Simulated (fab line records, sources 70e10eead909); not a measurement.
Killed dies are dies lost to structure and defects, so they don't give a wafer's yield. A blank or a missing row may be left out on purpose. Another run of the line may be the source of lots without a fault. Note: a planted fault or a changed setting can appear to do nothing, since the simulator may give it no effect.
Matching of chambers	flow nand-harc	rie-diel-03 running NHARC_A_ZERO_WELL_DESCUM_12: 4 sister chambers
The step chemistry O2, time 3 s. 24 wafers are shown with their chamber, then 12 later ones without.

== EACH WAFER AND ITS CHAMBER ==
wafer	chamber	showerhead-plenum-p-Torr (Torr)	drypump-motor-current-A (A)	oes-product-au (a.u.)
L075.1	2	2.02	6.8	0.980
L075.2	3	1.82	5.0	0.997
L075.5	2	2.03	6.8	0.983
L076.1	1	1.84	6.2	0.993
L076.2	2	2.03	6.8	0.987
L076.6	2	2.02	6.8	0.989
L078.1	0	2.03	4.7	0.997
L078.3	2	2.03	6.8	0.987
L078.6	1	1.84	6.2	0.992
L078.2	1	1.84	6.1	1.007
L078.4	3	1.82	5.0	1.008
L078.5	0	2.03	4.7	0.993
L081.2	0	2.03	4.7	0.989
L081.3	2	2.02	6.8	0.990
L081.6	0	2.03	4.7	0.989
L080.1	0	2.03	4.7	0.983
L080.2	2	2.02	6.8	0.984
L080.3	1	1.84	6.1	1.003
L080.4	3	1.82	5.0	1.004
L080.5	1	1.84	6.2	0.996
L080.6	2	2.03	6.8	0.990
L079.1	0	2.03	4.7	1.001
L079.2	3	1.82	5.0	1.004
L079.3	1	1.84	6.2	1.010

SIGNATURES (averages over the wafers above)
reading	chamber 0	chamber 1	chamber 2	chamber 3	scatter within a chamber
showerhead-plenum-p-Torr	2.0300	1.8400	2.0250	1.8200	0.00316
drypump-motor-current-A	4.700	6.167	6.800	5.000	0.0258
oes-product-au	0.99200	1.00017	0.98625	1.00325	0.00569
Rule: a wafer's distance from a chamber is the root of the sum, over the readings, of the square of ((its reading less the chamber's mean) divided by the reading's scatter). If the next closest chamber is less than 2 further off than the closest, the wafer can't be placed; otherwise it belongs to the closest. The scatter: the root of (the sum of the squares of (reading less its chamber's mean) over the shown wafers, divided by (wafers less chambers)).

== WAFERS WHOSE CHAMBER IS MISSING ==
wafer	showerhead-plenum-p-Torr (Torr)	drypump-motor-current-A (A)	oes-product-au (a.u.)
L079.4	2.03	6.8	0.992
L079.5	1.84	6.1	0.996
L079.6	2.03	4.7	0.999
L093.1	2.02	6.8	1.012
L093.2	2.03	4.7	1.002
L093.6	2.03	4.7	1.012
L094.1	1.84	6.1	1.010
L094.3	2.03	4.7	1.007
L094.6	1.84	6.1	1.008
L096.1	1.82	5.1	0.997
L096.4	2.03	4.7	1.013
L096.5	1.84	6.2	1.009

== WHICH CHAMBER EACH ONE RAN IN ==
wafer	from the rows above	in truth
L079.4	2	2
L079.5	1	1
L079.6	0	0
L093.1	2	2
L093.2	0	0
L093.6	0	0
L094.1	1	1
L094.3	0	0
L094.6	1	1
L096.1	3	3
L096.4	0	0
L096.5	1	1
12 of 12 placed correctly. Left unplaced by these rows: 0. Placed wrongly: 0.
